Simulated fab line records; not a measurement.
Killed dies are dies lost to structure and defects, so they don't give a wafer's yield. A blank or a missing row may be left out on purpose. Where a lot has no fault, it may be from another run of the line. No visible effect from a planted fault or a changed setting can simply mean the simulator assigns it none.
A lot that was struck, set against a sound lot :: flow n5 finfet :: 36 out of 1938 route steps
Sound: wafers L812.1, L812.3, L812.5. Struck: wafers L821.1, L821.3 (left out: L821.5, a lot-mate that was not struck); the cause follows at the end.
At each step with rows: each side's tool, then ch and its chambers, then its first start. Under that, the readings that differ: sound wafers :: struck wafers :: difference of the means :: sigmas: that difference in standard deviations of wafers without a fault.
alike: a reading whose means differ by less than 2 such deviations, as well as words and numbers matching on both sides. not compared: withheld readings; readings where some wafer has no value; bounds like >300 that might hide an equal value; numbers whose values overlap and for which the record gives no deviation.
Wherever a step has rows on one side only, a row that says differs or no value, or a row with sigmas, the two part there. When numbers do not overlap yet have no deviation, they are printed without sigmas and do not part them. A reading that every wafer of one side lacks parts them only if that side has two wafers or more.

first, 9 steps without rows for these wafers: N5_BEOL_M4_ANNEAL_95 (time 240 s); N5_BEOL_M4_SPUTTER_96 (material Cu, target thk 4.5 nm, time 8.29 s); N5_BEOL_M4_ECD_50 (material Cu, target thk 300 nm); N5_BEOL_M4_ANNEAL_51 (time 90 s); N5_BEOL_M4_CMP_52 (polishes, stops on SiOC, t overpolish 6.8 s, target thk 40 nm); N5_BEOL_M4_PRE_CLEAN_60 (time 15 s); N5_BEOL_M4_CO_CAP_55 (material Co, precursor CCTBA/H2, target thk 2 nm, time 102.1 s); N5_BEOL_M4_PRE_CLEAN_56 (time 15 s); N5_BEOL_M4_DEP_57 (deposits SiCN from 3MS/NH3, target thk 8 nm, time 14 s).
N5_BEOL_M4_RC_MEAS_101:
  sound on prober-02 ch 0, day 8 10:01; struck on prober-01 ch 0, day 10 17:53
reading: SS_P (mV/dec)
sound: 73.4 74.2 73.7
struck: 72.3 73.0
difference: -1.1
sigmas: -2
  alike: DIBL_N, DIBL_P, IOFF_N, IOFF_P, ION_N, ION_P, SS_N, VT_N, VT_P
then, 24 steps without rows for these wafers: N5_BEOL_M5_ILD_DEP_00 (deposits SiCOH lowk from DEMS/porogen, target thk 140.64 nm, time 25.9 s); N5_BEOL_M5_CURE_79 (cures SiCOH lowk, time 240 s); N5_BEOL_M5_PECVD_70 (deposits SiO2 from TEOS/O2, target thk 16 nm, time 18 s); N5_BEOL_M5_HM_DEP_02 (deposits TiN, target thk 20 nm); N5_BEOL_M5_COAT_59 (time 60 s, resist thk 60 nm); N5_BEOL_M5_COAT_60 (time 60 s, resist thk 12 nm); N5_BEOL_M5_COAT_71 (time 60 s, resist thk 5 nm); N5_BEOL_M5_COAT_05 (resist thk 30 nm); N5_BEOL_M5_EBR_07; N5_BEOL_M5_SOFTBAKE_06 (time 60 s); N5_BEOL_M5_EXPOSE_08 (exposes mask M5, target cd 28 nm); N5_BEOL_M5_PEB_09 (peb time 60 s); N5_BEOL_M5_DEVELOP_10 (develop time 30 s); N5_BEOL_M5_DESCUM_16 (chemistry O2, time 7 s); N5_BEOL_M5_ETCH_72 (etches underlayer in N2/H2, target depth 6.5 nm, time 5.2 s); N5_BEOL_M5_ETCH_61 (etches SiARC in CF4, target depth 15.6 nm, time 26 s); N5_BEOL_M5_ETCH_62 (etches SOC in N2/H2, target depth 75 nm, overetch 15 nm, time 112.5 s); N5_BEOL_M5_STRIP_63 (strips in N2/H2); N5_BEOL_M5_STRIP_73 (strips in N2/H2); N5_BEOL_M5_STRIP_64 (strips in CF4); N5_BEOL_M5_HM_OPEN_17 (chemistry Cl2/BCl3, target TiN, target depth 20 nm, overetch 6 nm); N5_BEOL_M5_STRIP_19 (strips in O2); N5_BEOL_M5_COAT_65 (time 60 s, resist thk 60 nm); N5_BEOL_M5_COAT_66 (time 60 s, resist thk 12 nm).
-- record jumps: 3 days separate the struck wafers' starts on either side; left off in module BEOL_M5, taken up again in module MIM_TOP_ETCH, whose first shown step is the route's number 1853 --
N5_MIM_TOP_ETCH_PECVD_03: deposits SiNx from SiH4/NH3/N2, target thk 20 nm, time 17.6 s.
  sound on pecvd-02 ch 1,2, day 12 06:37; struck on pecvd-02 ch 0,1, day 14 01:56
reading: model.SiNx_of_MIM_TOP_ETCH_PECVD_03.thk nm (nm)
sound: 19.8 19.8 20.2
struck: 31.6 31.6
difference: +11.7
sigmas: 
  alike: heater power w, showerhead plenum p Torr, throttle valve pct
N5_PASSIVATION_PROBE_49:
  only the struck wafers here have rows in the record (prober-02, day 14 11:53); the sound ones have none

== WHERE THEY PART ==
First at N5_BEOL_M4_RC_MEAS_101; last, within this record, at N5_PASSIVATION_PROBE_49.

WHY: what had been put in by the simulator
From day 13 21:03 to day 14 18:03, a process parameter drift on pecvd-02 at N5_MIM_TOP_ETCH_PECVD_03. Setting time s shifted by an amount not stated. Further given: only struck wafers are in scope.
